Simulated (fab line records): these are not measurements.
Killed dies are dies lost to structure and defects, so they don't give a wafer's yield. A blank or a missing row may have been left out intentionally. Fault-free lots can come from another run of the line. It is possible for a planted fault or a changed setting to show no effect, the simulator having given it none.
fab line records    flow n5-finfet
record: lots: 7  wafers: 18  last-day: 19
route steps=1938 shown SDB@356 BEOL_M4@1111 PASSIVATION@1936
lots with no fault: from the same line, run without faults
start-h: hours from the record's first day to the start of the lot's first wafer shown    wait-h: time in hours since the lot's previous step    " as in the row above    L1.1+2: one row covering several wafers at once    - no value, or no start given    * or withheld: withheld    < > ~ a bound
route shown NAME@n: NAME is a module with steps in the file, n the number in the route of the first one    usual: mean/standard deviation of fault-free wafers    same: alike in all rows    chamber/n: place in a boat    sites: the reading at each site    _std_site: standard deviation of those values    _edge_site: the outer-site mean with the inner-site mean subtracted    radius-mm: how far each site lies from the wafer's centre    mask NAME#n: copy n    behind: the most recent tool/chamber to have shaped the wafer    hold: cause of the lot's hold/its duration in hours/its outcome    device: names the non-switching transistor (n, p or np)    end of line: at the end of the route, the tests of the same wafers    where a step has no rows: the recipe by itself    killed: not the wafer's yield, but the dies lost to structure and defects at the first sort    map: the dies of a wafer, with x for killed, . for not killed, _ for no die there
set.NAME: the setting that was run; set.NAME@STEP: the one run at that earlier step    model.NAME: the simulator's own value behind a step, which no gauge read
a table for each step, a row for each wafer; lots at some steps of the route
services: the hour from which a tool's chamber was out of use, counted from the record's first day as start-h (under 0 if before that day), plus the number of hours and why
== steps ==
step: N5_SDB_CD_MEAS_11
recipe: target-cd-nm: 50  landing-energy-ev: 500  detector: se-inlens  polarity: opening
usual: cd-nm: 50.1/1.4
lot.wafer  tool       chamber  start-h  wait-h  cd-nm
L871.2     cd-sem-01  0        83.42    -       50.4
L871.3     "          0        "        "       51.9
L871.6     "          0        "        "       51.6
L873.2     cd-sem-02  0        100.71   -       50.1
L873.3     "          0        "        "       51.5
L873.5     "          0        "        "       51.4
L884.4     cd-sem-02  0        164.39   -       49.0
L884.6     "          0        "        "       47.9
L885.3     cd-sem-03  0        168.18   -       52.3
L885.5     "          0        "        "       52.5
L886.3     cd-sem-03  0        177.03   -       49.1
L886.5     "          0        "        "       47.5
L889.1     cd-sem-01  0        192.72   -       51.0
L889.3     "          0        "        "       52.1
L889.4     "          0        "        "       49.7
L891.1     cd-sem-01  0        206.30   -       49.1
L891.4     "          0        "        "       48.6
L891.5     "          0        "        "       52.6
step: N5_SDB_OVL_MEAS_12
recipe: points-per-wafer: 44
usual: SDB_OVL: -0.5/0.82
lot.wafer  tool        chamber  start-h  wait-h  SDB_OVL[nm]
L871.2     overlay-01  0        83.45    0.0     0.3
L871.3     "           0        "        "       -1.2
L871.6     "           0        "        "       -0.6
L873.2     overlay-02  0        100.74   0.0     0.6
L873.3     "           0        "        "       -0.2
L873.5     "           0        "        "       -1.4
L884.4     overlay-01  0        164.42   0.0     0.2
L884.6     "           0        "        "       -1.1
L885.3     overlay-01  0        168.21   0.0     -1.2
L885.5     "           0        "        "       -1.3
L886.3     overlay-02  0        177.06   0.0     -0.1
L886.5     "           0        "        "       0.0
L889.1     overlay-02  0        192.75   0.0     -1.9
L889.3     "           0        "        "       -0.9
L889.4     "           0        "        "       -0.5
L891.1     overlay-01  0        206.33   0.0     -0.7
L891.4     "           0        "        "       -1.8
L891.5     "           0        "        "       -0.1
step: N5_SDB_INSPECT_13
recipe: mode: adi  inspect-instrument: brightfield
usual: raw-defect-count: 69/35
lot.wafer  tool               chamber  start-h  wait-h  raw-defect-count
L871.2     defect-inspect-01  -        83.48    0.0     92
L871.3     "                  -        "        "       54
L871.6     "                  -        "        "       73
L873.2     defect-inspect-01  -        100.76   0.0     38
L873.3     "                  -        "        "       54
L873.5     "                  -        "        "       42
L884.4     defect-inspect-02  -        164.44   0.0     58
L884.6     "                  -        "        "       52
L885.3     defect-inspect-01  -        168.24   0.0     61
L885.5     "                  -        "        "       44
L886.3     defect-inspect-01  -        177.09   0.0     28
L886.5     "                  -        "        "       41
L889.1     defect-inspect-02  -        192.77   0.0     44
L889.3     "                  -        "        "       90
L889.4     "                  -        "        "       45
L891.1     defect-inspect-01  -        206.35   0.0     38
L891.4     "                  -        "        "       22
L891.5     "                  -        "        "       28
step: N5_SDB_DESCUM_16
recipe: chemistry: O2  time-s: 7.9  source-power-w: 50  bias-power-w: 20  pressure-mtorr: 20  rf-frequency-hz: 2.712e+07  temp-c: 40  resist: CAR-ArF  o2-flow-sccm: 225
usual: drypump-motor-current-A: 5.8/0.52  o2-flow-sccm: 224.9/0.66  oes-product-au: 0.74/0.072  rf-fwd-power-W: 49.27/0.25  rf-vpp-V: 242.8/1.4  showerhead-plenum-p-Torr: 2.08/0.071  throttle-valve-pct: 20.46/0.26
same: time-s: 7.9
lot.wafer  tool         chamber  start-h  wait-h  drypump-motor-current-A  o2-flow-sccm  oes-product-au  rf-fwd-power-W  rf-hours-counter-h  rf-vpp-V  showerhead-plenum-p-Torr  throttle-valve-pct
L871.2     rie-diel-03  3        83.51    0.0     6.5                      224.6         0.74            49.35           177                 244.0     2.17                      20.47
L871.3     "            2        "        "       5.2                      225.7         0.81            49.28           90                  242.2     2.03                      20.06
L871.6     "            3        "        "       6.5                      224.0         0.73            49.48           -                   243.5     2.17                      20.46
L873.2     rie-diel-04  2        100.82   0.1     5.6                      224.8         0.72            49.47           168                 240.7     2.02                      20.75
L873.3     "            1        "        "       6.4                      224.9         0.68            48.99           227                 245.3     2.15                      20.45
L873.5     "            2        "        "       5.6                      225.6         0.72            49.24           -                   242.1     2.02                      20.77
L884.4     rie-diel-03  3        164.47   0.0     6.5                      224.9         0.72            49.42           200                 244.9     2.17                      20.50
L884.6     "            3        "        "       6.5                      225.0         0.71            49.68           -                   243.4     2.17                      20.50
L885.3     rie-diel-03  0        168.27   0.0     5.6                      226.0         0.70            49.13           219                 242.4     1.99                      20.49
L885.5     "            0        "        "       5.6                      224.5         0.69            49.34           -                   241.2     1.99                      20.48
L886.3     rie-diel-03  3        177.12   0.0     6.5                      223.6         0.72            49.47           204                 244.6     2.16                      20.50
L886.5     "            1        "        "       5.2                      223.8         0.68            48.74           -                   244.4     2.15                      20.44
L889.1     rie-diel-03  0        192.85   0.1     5.6                      224.9         0.69            49.44           228                 242.0     1.99                      20.51
L889.3     "            2        "        "       5.3                      225.7         0.76            49.61           126                 241.7     2.02                      20.10
L889.4     "            3        "        "       6.5                      225.4         0.70            49.35           -                   243.1     2.16                      20.51
L891.1     rie-diel-04  2        206.39   0.0     5.6                      225.2         0.71            48.94           193                 242.3     2.01                      20.82
L891.4     "            3        "        "       5.2                      225.7         0.69            49.34           246                 242.1     1.97                      20.34
L891.5     "            1        "        "       6.4                      225.8         0.93            49.50           -                   244.3     2.14                      20.05
step: N5_SDB_ETCH_17
recipe: chemistry: CF4  target: SiARC  target-depth-a: 234  mask-material: CAR-ArF  time-s: 39  ion-energy-ev: 80  pressure-mtorr: 40  source-w: 545  bias-w: 36  Ar_flow_sccm: 100  cf4-flow-sccm: 100  ends: cleared
usual: drypump-motor-current-A: 5.8/0.52  etch-rf-on-time-s: 39.9/0.77  oes-product-au: 0.63/0.061  rf-fwd-power-W: 533.9/2.7  rf-vpp-V: 183.8/1.2  showerhead-plenum-p-Torr: 2.12/0.071  throttle-valve-pct: 15.61/0.24
lot.wafer  tool         chamber  start-h  wait-h  drypump-motor-current-A  etch-rf-on-time-s  oes-product-au  rf-fwd-power-W  rf-hours-counter-h  rf-vpp-V  showerhead-plenum-p-Torr  throttle-valve-pct
L871.2     rie-diel-03  3        83.54    0.0     6.5                      39.9               0.63            534.5           177                 184.6     2.21                      15.58
L871.3     "            2        "        "       5.3                      39.1               0.69            538.6           90                  183.3     2.08                      15.22
L871.6     "            3        "        "       6.5                      39.8               0.63            535.6           -                   185.9     2.21                      15.57
L873.2     rie-diel-04  2        100.86   0.0     5.6                      40.0               0.62            532.3           168                 182.5     2.06                      15.88
L873.3     "            1        "        "       6.4                      42.2               0.57            533.0           227                 184.9     2.19                      15.60
L873.5     "            2        "        "       5.6                      39.9               0.62            532.6           -                   183.2     2.06                      15.85
L884.4     rie-diel-03  3        164.51   0.0     6.5                      40.2               0.61            535.2           200                 183.9     2.21                      15.64
L884.6     "            3        "        "       6.5                      40.1               0.61            532.4           -                   185.7     2.21                      15.62
L885.3     rie-diel-03  0        168.30   0.0     5.7                      40.1               0.58            531.4           219                 180.9     2.04                      15.64
L885.5     "            0        "        "       5.6                      40.1               0.58            531.2           -                   182.7     2.04                      15.66
L886.3     rie-diel-03  3        177.16   0.0     6.5                      39.3               0.62            535.9           204                 185.2     2.20                      15.62
L886.5     "            1        "        "       5.1                      39.9               0.58            532.8           -                   184.6     2.19                      15.68
L889.1     rie-diel-03  0        192.89   0.0     5.6                      40.0               0.58            533.7           228                 181.8     2.04                      15.66
L889.3     "            2        "        "       5.3                      39.0               0.66            535.6           126                 181.7     2.06                      15.32
L889.4     "            3        "        "       6.5                      39.5               0.60            536.1           -                   186.1     2.20                      15.64
L891.1     rie-diel-04  2        206.42   0.0     5.6                      39.6               0.61            530.5           193                 183.5     2.05                      15.92
L891.4     "            3        "        "       5.2                      40.6               0.58            537.1           246                 181.9     2.02                      15.55
L891.5     "            1        "        "       6.4                      40.0               0.78            536.9           -                   184.7     2.18                      15.15
step: N5_SDB_ETCH_18
recipe: chemistry: N2/H2  target: SOC  target-depth-a: 1000  overetch-a: 200  mask-material: SiARC  temp-c: 40  time-s: 150  ion-energy-ev: 200  pressure-mtorr: 30  source-w: 840  bias-w: 150  n2-flow-sccm: 200  h2-flow-sccm: 200
step: N5_SDB_STRIP_19
recipe: chemistry: N2/H2  temp-c: 40  n2-flow-sccm: 200  h2-flow-sccm: 200  rf-frequency-hz: 6e+07
step: N5_SDB_STRIP_21
recipe: chemistry: CF4  resist: SiARC  power-w: 300  bias-power-w: 75  pressure-mtorr: 50  cf4-flow-sccm: 150  rf-frequency-hz: 6e+07
step: N5_SDB_HM_OPEN_20
recipe: chemistry: CH3F/O2  target: SiNx  mask-material: SOC  target-depth-a: 240  stop-on: poly-Si  over-etch-frac: 0.4  ion-energy-ev: 120  pressure-mtorr: 30  source-w: 395  bias-w: 73  Ar_flow_sccm: 150  CH3F_flow_sccm: 30  O2_flow_sccm: 20
usual: drypump-motor-current-A: 5.8/0.51  oes_ar_750_au: 0.74/0.067  oes-product-au: 0.62/0.058  rf-fwd-power-W: 391.9/1.5  rf-vpp-V: 300/4.5  showerhead-plenum-p-Torr: 1.98/0.07  throttle-valve-pct: 16.35/0.22
lot.wafer  tool         chamber  start-h  wait-h  drypump-motor-current-A  oes_ar_750_au  oes-product-au  rf-fwd-power-W  rf-hours-counter-h  rf-vpp-V  showerhead-plenum-p-Torr  throttle-valve-pct
L871.2     rie-diel-03  3        83.74    0.0     6.5                      0.74           0.60            391.5           177                 295       2.06                      16.26
L871.3     "            2        "        "       5.3                      0.81           0.66            393.6           90                  300       1.94                      16.00
L871.6     "            3        "        "       6.5                      0.74           0.61            391.0           -                   297       2.06                      16.28
L873.2     rie-diel-04  2        101.05   0.0     5.6                      0.73           0.59            392.4           169                 305       1.91                      16.54
L873.3     "            1        "        "       6.4                      0.68           0.57            390.7           227                 306       2.06                      16.40
L873.5     "            2        "        "       5.6                      0.72           0.61            389.4           -                   308       1.91                      16.54
L884.4     rie-diel-03  3        164.70   0.0     6.5                      0.73           0.59            392.2           200                 297       2.05                      16.32
L884.6     "            3        "        "       6.5                      0.72           0.61            392.1           -                   296       2.05                      16.31
L885.3     rie-diel-03  0        168.50   0.0     5.6                      0.69           0.57            392.7           219                 299       1.90                      16.38
L885.5     "            0        "        "       5.6                      0.70           0.58            391.4           -                   298       1.90                      16.38
L886.3     rie-diel-03  3        177.35   0.0     6.5                      0.71           0.59            394.7           204                 298       2.05                      16.32
L886.5     "            1        "        "       5.2                      0.69           0.56            391.3           -                   300       2.05                      16.42
L889.1     rie-diel-03  0        193.08   0.0     5.7                      0.68           0.56            391.2           228                 298       1.90                      16.38
L889.3     "            2        "        "       5.3                      0.77           0.62            392.5           126                 300       1.93                      16.06
L889.4     "            3        "        "       6.5                      0.72           0.58            390.1           -                   298       2.05                      16.32
L891.1     rie-diel-04  2        206.61   0.0     5.6                      0.71           0.59            389.5           193                 308       1.91                      16.59
L891.4     "            3        "        "       5.2                      0.69           0.57            392.8           246                 307       1.89                      16.31
L891.5     "            1        "        "       6.4                      0.91           0.78            392.1           -                   306       2.05                      15.99
step: N5_SDB_STRIP_22
recipe: chemistry: N2/H2  power-w: 1000  temp-c: 250  h2-frac: 0.65  overash-fraction: 0.3  pressure-mtorr: withheld  n2-flow-sccm: 1750  h2-flow-sccm: 3250
usual: drypump-motor-current-A: 5.89/0.19  heater-power-w: 332/31  oes-product-au: 0.715/0.0045  strip-time-to-endpoint-s: 96.6/0.38
lot.wafer  tool             chamber  start-h  wait-h  drypump-motor-current-A  heater-power-w  oes-product-au  rf-hours-counter-h  strip-time-to-endpoint-s
L871.2     plasma-asher-01  1        83.82    0.1     5.79                     298             0.722           36                  96.9
L871.3     "                0        "        "       6.03                     349             0.720           -                   96.0
L871.6     "                1        "        "       5.79                     306             0.711           -                   97.1
L873.2     plasma-asher-02  1        101.13   0.1     5.61                     389             0.720           82                  96.7
L873.3     "                1        "        "       5.60                     377             0.719           -                   97.5
L873.5     "                0        "        "       6.12                     311             0.714           -                   96.7
L884.4     plasma-asher-02  1        164.82   0.1     5.62                     381             0.706           -                   96.8
L884.6     "                0        "        "       6.14                     308             0.716           -                   96.8
L885.3     plasma-asher-01  0        168.62   0.1     6.03                     331             0.714           -                   96.9
L885.5     "                0        "        "       6.04                     346             0.718           -                   97.0
L886.3     plasma-asher-01  1        177.47   0.1     5.76                     303             0.712           -                   96.0
L886.5     "                1        "        "       5.79                     303             0.719           -                   96.1
L889.1     plasma-asher-02  1        193.20   0.1     5.59                     371             0.718           97                  97.1
L889.3     "                1        "        "       5.58                     378             0.705           -                   96.7
L889.4     "                0        "        "       6.18                     305             0.716           -                   97.3
L891.1     plasma-asher-01  0        206.70   0.1     6.03                     349             0.717           63                  96.4
L891.4     "                1        "        "       5.76                     295             0.717           -                   96.7
L891.5     "                0        "        "       6.04                     343             0.714           -                   95.8
step: N5_SDB_PRECLEAN_23
recipe: chemistry: dHF  time-s: 30  temp-c: 25  dilution: withheld
step: N5_SDB_DUMMY_REMOVE_24
recipe: chemistry: TMAH  temp-c: 70  target: poly-Si  stop-on: SiO2  target-depth-nm: 142  conc-wt-pct: 5  time-s: 57  dry: ipa-marangoni  rinse-time-s: 30  rinse-temp-c: 23
step: N5_SDB_ETCH_25
recipe: chemistry: C4F6/O2  target: SiO2  target-depth-a: 100  time-s: 3.3  ion-energy-ev: 250  mask-material: SiNx  pressure-mtorr: 30  source-w: 345  bias-w: 185  Ar_flow_sccm: 300  C4F6_flow_sccm: 10  O2_flow_sccm: 10
usual: drypump-motor-current-A: 5.9/0.49  oes_ar_750_au: 0.77/0.088  oes-product-au: 0.77/0.096  rf-fwd-power-W: 342.4/1.1  rf-vpp-V: 670/10  showerhead-plenum-p-Torr: 2.80/0.09  throttle-valve-pct: 21.17/0.26
same: time-s: 3.3
lot.wafer  tool         chamber  start-h  wait-h  drypump-motor-current-A  oes_ar_750_au  oes-product-au  rf-fwd-power-W  rf-hours-counter-h  rf-vpp-V  showerhead-plenum-p-Torr  throttle-valve-pct  model.etch.depth-nm
L871.2     rie-diel-04  3        84.04    0.0     5.2                      0.72           0.72            343.2           198                 689       2.71                      20.98               9.819
L871.3     "            1        "        "       6.4                      0.68           0.67            343.4           220                 683       2.94                      21.20               9.436
L871.6     "            0        "        "       6.0                      0.80           0.79            343.0           -                   663       2.88                      21.55               9.766
L873.2     rie-diel-01  2        101.54   0.2     6.6                      0.79           0.78            341.9           128                 664       2.73                      21.45               9.871
L873.3     "            3        "        "       6.0                      0.98           1.00            341.2           -                   666       2.81                      20.75               10.26
L873.5     "            3        "        "       5.9                      0.97           1.01            341.8           -                   664       2.81                      20.74               10.28
L884.4     rie-diel-04  2        165.04   0.1     5.6                      0.72           0.72            341.1           -                   687       2.72                      21.38               9.772
L884.6     "            3        "        "       5.2                      0.70           0.87            342.2           -                   689       2.70                      21.20               13.85
L885.3     rie-diel-04  2        168.86   0.1     5.6                      0.72           0.72            342.2           -                   688       2.72                      21.37               9.853
L885.5     "            2        "        "       5.6                      0.72           0.91            343.8           -                   687       2.72                      21.57               14.12
L886.3     rie-diel-04  0        177.65   0.0     6.0                      0.77           0.75            342.2           131                 663       2.86                      21.58               9.699
L886.5     "            0        "        "       6.0                      0.76           0.94            343.8           -                   661       2.86                      21.77               13.68
L889.1     rie-diel-03  3        193.69   0.3     6.5                      0.72           0.71            342.5           211                 662       2.91                      21.11               9.796
L889.3     "            0        "        "       5.6                      0.69           0.68            343.8           229                 664       2.71                      21.15               9.841
L889.4     "            0        "        "       5.6                      0.68           0.69            341.4           -                   666       2.71                      21.18               9.859
L891.1     rie-diel-01  3        206.91   0.0     5.9                      0.89           0.90            343.1           43                  665       2.79                      20.78               10.22
L891.4     "            3        "        "       5.9                      0.89           0.91            343.9           -                   665       2.79                      20.79               10.26
L891.5     "            0        "        "       6.4                      0.72           0.71            342.4           -                   651       2.95                      21.50               9.777
step: N5_SDB_CUT_ETCH_26
recipe: chemistry: HBr/Cl2/O2  target: Si  target-depth-a: 1296  bt-time-s: 20  mask-material: SiNx  time-s: 51.8  ion-energy-ev: *  bias-w: *  pressure-mtorr: 10  icp-w: 800  HBr_flow_sccm: 150  Cl2_flow_sccm: 80  O2_flow_sccm: 12
usual: drypump-motor-current-A: 5.8/0.43  oes-product-au: 1.005/0.02  rf-fwd-power-W: *  throttle-valve-pct: 37.3/0.36
same: time-s: 51.8
lot.wafer  tool       chamber  start-h  wait-h  drypump-motor-current-A  oes-product-au  rf-fwd-power-W  rf-hours-counter-h  throttle-valve-pct
L871.2     rie-si-05  2        84.13    0.1     6.6                      0.997           *               127                 37.5
L871.3     "          3        "        "       6.1                      1.017           *               93                  37.0
L871.6     "          0        "        "       5.1                      1.016           *               -                   36.9
L873.2     rie-si-05  2        101.66   0.1     6.6                      1.009           *               128                 37.5
L873.3     "          1        "        "       5.2                      1.028           *               74                  37.5
L873.5     "          1        "        "       5.2                      1.037           *               -                   37.5
L884.4     rie-si-05  0        165.12   0.1     5.1                      1.019           *               56                  36.9
L884.6     "          3        "        "       6.1                      1.025           *               -                   37.0
L885.3     rie-si-05  2        169.01   0.1     6.5                      1.001           *               129                 37.5
L885.5     "          1        "        "       5.2                      1.023           *               -                   37.5
L886.3     rie-si-01  3        177.73   0.1     5.5                      0.981           *               57                  36.8
L886.5     "          3        "        "       5.5                      0.987           *               -                   36.8
L889.1     rie-si-05  3        193.77   0.1     6.2                      1.013           *               95                  37.0
L889.3     "          1        "        "       5.2                      1.028           *               76                  37.5
L889.4     "          0        "        "       5.1                      1.014           *               57                  36.9
L891.1     rie-si-05  2        207.03   0.1     6.5                      0.990           *               130                 37.5
L891.4     "          0        "        "       5.1                      1.020           *               57                  36.9
L891.5     "          1        "        "       5.2                      1.024           *               -                   37.5
step: N5_BEOL_M4_RC_MEAS_101
usual: DIBL_N: 35.8/1.7  DIBL_P: 35.3/2  IOFF_N: 0.150/0.026  IOFF_P: 0.194/0.029  ION_N: 667/11  ION_P: 456/7.1  SS_N: 71.4/0.65  SS_P: 73.1/0.64  VT_N: 251/3  VT_P: -252/3.2
lot.wafer  tool       chamber  start-h  wait-h  DIBL_N[mV/V]  DIBL_P[mV/V]  IOFF_N[nA/um]  IOFF_P[nA/um]  ION_N[uA/um]  ION_P[uA/um]  SS_N[mV/dec]  SS_P[mV/dec]  VT_N[mV]  VT_P[mV]
L871.2     prober-02  0        239.28   0.2     33.8          36.5          0.127          0.164          667           454           71.2          73.3          253       -257
L871.3     "          0        "        "       35.6          37.6          0.156          0.179          669           458           71.8          73.0          251       -255
L871.6     "          0        "        "       33.1          35.3          0.128          0.163          663           457           71.4          72.1          252       -255
L873.2     prober-02  0        248.22   0.2     36.9          37.5          0.171          0.218          673           463           71.9          73.5          247       -251
L873.3     "          0        "        "       34.6          34.5          0.138          0.170          675           460           71.3          73.3          252       -254
L873.5     "          0        "        "       31.0          30.2          0.091          0.125          657           448           70.7          72.0          257       -257
L884.4     prober-01  0        313.74   0.5     34.4          32.9          0.116          0.167          656           451           70.8          72.8          255       -255
L884.6     "          0        "        "       37.3          36.8          0.166          0.228          649           450           71.8          73.7          248       -249
L886.3     prober-02  0        327.51   0.3     37.2          37.2          0.165          0.194          671           452           72.0          73.4          253       -255
L886.5     "          0        "        "       36.5          35.8          0.159          0.191          658           443           72.0          73.5          253       -253
L885.3     prober-01  0        328.23   0.5     39.4          37.0          0.190          0.205          678           460           71.7          73.9          249       -251
L885.5     "          0        "        "       35.1          33.1          0.126          0.163          663           454           71.0          72.5          253       -252
L889.1     prober-01  0        344.16   0.0     36.8          37.6          0.154          0.215          668           459           71.5          73.2          251       -251
L889.3     "          0        "        "       36.1          36.8          0.144          0.207          670           464           71.6          73.1          250       -251
L889.4     "          0        "        "       37.6          37.2          0.186          0.212          668           453           72.7          73.5          248       -252
L891.1     prober-02  0        349.42   0.0     37.4          38.4          0.191          0.199          681           451           71.3          74.2          247       -255
L891.4     "          0        "        "       38.1          39.3          0.192          0.207          677           453           72.0          74.2          247       -252
L891.5     "          0        "        "       34.7          35.7          0.144          0.164          666           447           71.4          73.0          248       -255
step: N5_PASSIVATION_PROBE_49
usual: defect-limited-yield: 91.5/1.4  killed_at_M0_to_M3: 34/11  killed_at_M4_up: 15/6  killed-at-contacts: 11/5.9  killed-at-front-end: 37/11  killed-at-other: 3.6/2.9  killed-dies: 101/17  killed-open: 66/12  killed-short: 33/7.8  sort_bin_5_function: 5.0/0.97  sort_bin_6_memory: 3.2/0.65  sort-n-pass: 1079/17  sort-yield-pct: 91.4/1.4
same: gross-dies: 1180  killed-at-back-side: 0  sort_bin_4_leakage[%]: 0  sort_bin_8_speed[%]: 0
lot.wafer  tool       chamber  start-h  wait-h  defect-limited-yield[%]  killed_at_M0_to_M3  killed_at_M4_up  killed-at-contacts  killed-at-front-end  killed-at-other  killed-dies  killed-open  killed-short  sort_bin_5_function[%]  sort_bin_6_memory[%]  sort-n-pass  sort-yield-pct[%]
L884.6     prober-01  -        418.69   0.3     90.7                     31                  23               12                  33                   11               110          74           33            6.2                     3.1                   1070         90.7
killed by level:class
L884.6 STI_FIN_REVEAL:geometric-particle:open=16 MOL_CONTACT_COAG:geometric-particle:open=12 BEOL_M0_SAQP:geometric-particle:open=8 BEOL_M4:geometric-particle:open=6 GATE_CUT:geometric-particle:short=5 BEOL_M0:geometric-particle:open=5 STI_FIN_REVEAL:geometric-particle:short=4 BEOL_M0_SAQP:geometric-particle:short=3
== services ==
tool             chamber  start-h  hours  kind
rie-diel-01      3        67.27    -      clean
rie-diel-01      3        67.27    -      consumable-replace:focus-ring
rie-diel-01      3        67.27    21.9   scheduled-down
rie-diel-01      3        67.27    21.9   vent-cycle
rie-diel-03      3        86.91    5.4    repair
rie-diel-01      1        89.16    -      clean
rie-diel-01      0        100.51   13.7   repair
rie-diel-04      2        110.41   45.9   repair
rie-diel-04      -        115.75   0.4    repair
plasma-asher-02  -        140.98   21.8   repair
rie-diel-04      1        156.64   -      clean
rie-diel-04      1        156.64   -      consumable-replace:focus-ring
rie-diel-04      1        156.64   21.8   scheduled-down
rie-diel-04      1        156.64   21.8   vent-cycle
rie-diel-04      0        159.67   9.2    repair
rie-diel-04      3        166.89   6.3    repair
rie-si-01        0        178.35   4.3    repair
rie-diel-03      1        182.04   -      clean
rie-diel-03      1        182.04   -      consumable-replace:focus-ring
rie-diel-03      1        182.04   21.0   scheduled-down
rie-diel-03      1        182.04   21.0   vent-cycle
rie-si-05        3        183.40   6.8    repair
plasma-asher-01  -        188.63   5.5    repair
rie-diel-01      2        196.01   16.2   repair
== key ==
first-sign none at tools or gauges
model-effect: step: N5_SDB_ETCH_25  value: etch.depth-nm  without: 9.794  struck: 13.88
met-at N5_SDB_ETCH_25
struck-wafers L884.6,L885.5,L886.5
onset-between 84.04 165.04
fault: kind: process-parameter-drift  tool: rie-diel-04  chamber: -  onset-h: 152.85  steps: N5_SDB_ETCH_25  channel: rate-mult  offset: 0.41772  shape: step  end-h: 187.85  scope: struck-wafers-only
